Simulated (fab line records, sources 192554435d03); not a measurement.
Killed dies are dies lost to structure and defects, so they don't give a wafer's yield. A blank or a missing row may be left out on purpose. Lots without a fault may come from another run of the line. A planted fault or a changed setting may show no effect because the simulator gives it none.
Chamber matching | flow n5_finfet | N5_BEOL_M1_CO_CAP_55 on cvd_co-02: 3 sister chambers
The step material Co, precursor CCTBA/H2, target thk 2 nm, time 102.1 s. 6 wafers are shown with their chamber, then 7 later ones without.

WAFERS WITH THEIR CHAMBER
wafer  | chamber | heater_power_w (W) | run_length_s (s)
L602.2 | 1       | 228                | 124.9
L604.2 | 2       | 225                | 124.1
L604.4 | 0       | 207                | 125.2
L604.5 | 2       | 228                | 124.2
L614.3 | 1       | 231                | 125.0
L614.4 | 0       | 204                | 124.4

WAFERS WITHOUT THEIR CHAMBER
wafer  | heater_power_w (W) | run_length_s (s)
L614.6 | 227                | 124.5
L615.3 | 224                | 124.3
L615.4 | 200                | 124.5
L615.5 | 230                | 125.3
L618.2 | 205                | 124.7
L618.3 | 230                | 125.0
L618.4 | 223                | 124.7

WHICH CHAMBER EACH WENT THROUGH
wafer  | from the rows above     | in truth
L614.6 | can't be placed: 2 or 1 | 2
L615.3 | can't be placed: 2 or 1 | 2
L615.4 | 0                       | 0
L615.5 | 1                       | 1
L618.2 | 0                       | 0
L618.3 | 1                       | 1
L618.4 | can't be placed: 2 or 1 | 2
Placed correctly: 4 of 7. Can't be placed from these rows: 3 (the true chamber is among the candidates in 3). Placed wrongly: 0.
How it was worked out, from the rows above alone: a wafer's distance from a chamber is the root of the sum, over the readings, of the square of ((its reading less the chamber's mean) divided by the reading's scatter). The wafer belongs to the nearest chamber; if the next one is less than 2 further off, it can't be placed. A chamber's mean is the mean of its shown wafers. The scatter: the root of (the sum of the squares of (reading less its chamber's mean) over the shown wafers, divided by (wafers less chambers)).
